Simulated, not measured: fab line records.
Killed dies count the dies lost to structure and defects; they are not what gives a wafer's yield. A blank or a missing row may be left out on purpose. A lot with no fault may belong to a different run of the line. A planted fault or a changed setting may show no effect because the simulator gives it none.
Chamber matching -- flow n5Finfet -- 4 sister chambers for N5_BEOL_M1_ETCHBACK_99 on rieDiel-03
The step etches SiO2 in CHF3, target depth 5 nm, time 10.4 s. 14 wafers are shown with their chamber, then 7 later ones without.

== WAFERS, EACH WITH ITS CHAMBER ==
wafer,chamber,drypumpMotorCurrentA (A),showerheadPlenumPTorr (Torr),rfVppV (V)
L081.2,2,6.6,2.23,241
L081.3,0,5.7,2.11,234
L081.5,1,4.9,2.26,243
L083.1,1,4.9,2.26,243
L083.2,2,6.6,2.23,241
L083.5,0,5.7,2.11,233
L090.3,1,4.9,2.26,243
L090.5,3,5.5,2.11,235
L090.6,2,6.6,2.22,240
L091.1,0,5.7,2.11,234
L091.4,2,6.6,2.22,241
L091.5,0,5.6,2.11,234
L094.1,0,5.6,2.10,235
L094.2,2,6.6,2.22,242

SIGNATURES (averages over the wafers above)
reading,chamber 0,chamber 1,chamber 2,chamber 3,scatter within a chamber
drypumpMotorCurrentA,5.660,4.900,6.600,5.500,0.0346
showerheadPlenumPTorr,2.1080,2.2600,2.2240,2.1100,0.00447
rfVppV,234.00,243.00,241.00,235.00,0.632
Rule: distance of a wafer from a chamber = root of the sum over the readings of ((wafer's reading minus chamber's mean) / reading's scatter) squared. The wafer belongs to the nearest chamber; if the next one is less than 2 further off, it can't be placed. How the scatter is found: for the shown wafers, subtract from each reading the mean of its chamber, square and add these, divide the total by (wafers less chambers), then take the root.

== WAFERS MISSING THEIR CHAMBER ==
wafer,drypumpMotorCurrentA (A),showerheadPlenumPTorr (Torr),rfVppV (V)
L094.6,5.6,2.10,234
L095.1,4.9,2.25,242
L095.5,5.6,2.10,235
L095.6,4.9,2.25,242
L096.1,5.4,2.11,236
L096.2,4.9,2.25,242
L096.6,6.6,2.22,243

== EACH ONE'S CHAMBER ==
wafer,from the rows above,in truth
L094.6,can't be placed: 0 or 3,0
L095.1,1,1
L095.5,can't be placed: 0 or 3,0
L095.6,1,1
L096.1,3,3
L096.2,1,1
L096.6,2,2
5 of 7 placed correctly. Can't be placed from these rows: 2 (the true chamber is among the candidates in 2). Wrongly placed: 0.
